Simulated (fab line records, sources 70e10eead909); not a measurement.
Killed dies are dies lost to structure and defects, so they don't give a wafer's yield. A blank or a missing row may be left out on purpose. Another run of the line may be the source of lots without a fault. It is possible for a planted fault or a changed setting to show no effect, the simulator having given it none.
Matching of chambers + flow nandHarc + NHARC_A_WL_FILL_ALD_10 on aldHk-04 has 4 sister chambers
The step deposits SiO2, target thk 50 nm, pulse time 10 s, ald cycles 500. 4 wafers are shown with their chamber, then 9 later ones without.

## WAFERS, EACH WITH ITS CHAMBER
| wafer  | chamber | heaterPowerW (W) |
|--------|---------|------------------|
| L086.4 | 2       | 450              |
| L086.5 | 3       | 458              |
| L088.3 | 0       | 405              |
| L088.6 | 1       | 551              |

## WAFERS WITH NO CHAMBER GIVEN
| wafer  | heaterPowerW (W) |
|--------|------------------|
| L091.1 | 407              |
| L091.3 | 489              |
| L091.4 | 457              |
| L095.4 | 466              |
| L095.1 | 559              |
| L095.5 | 468              |
| L093.1 | 545              |
| L093.5 | 473              |
| L093.6 | 544              |

## THE CHAMBER EACH PASSED THROUGH
| wafer  | from the rows above     | in truth |
|--------|-------------------------|----------|
| L091.1 | 0                       | 0        |
| L091.3 | can't be placed: 3 or 2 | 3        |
| L091.4 | can't be placed: 3 or 2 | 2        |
| L095.4 | can't be placed: 3 or 2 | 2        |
| L095.1 | 1                       | 1        |
| L095.5 | can't be placed: 3 or 2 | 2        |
| L093.1 | 1                       | 1        |
| L093.5 | can't be placed: 3 or 2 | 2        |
| L093.6 | 1                       | 1        |
Placed correctly: 4 of 9. From these rows, 5 cannot be placed; in 5 the true chamber is one of the candidates. Number placed wrongly: 0.
How it was worked out, from the rows above alone: a wafer's distance from a chamber is the root of the sum, over the readings, of the square of ((its reading less the chamber's mean) divided by the reading's scatter). The wafer belongs to the nearest chamber; if the next one is less than 2 further off, it can't be placed. A chamber's mean is the mean of its shown wafers. The scatter (one wafer shown for each chamber): square how far every hidden wafer sits from the nearest shown wafer, average those squares and take the square root.
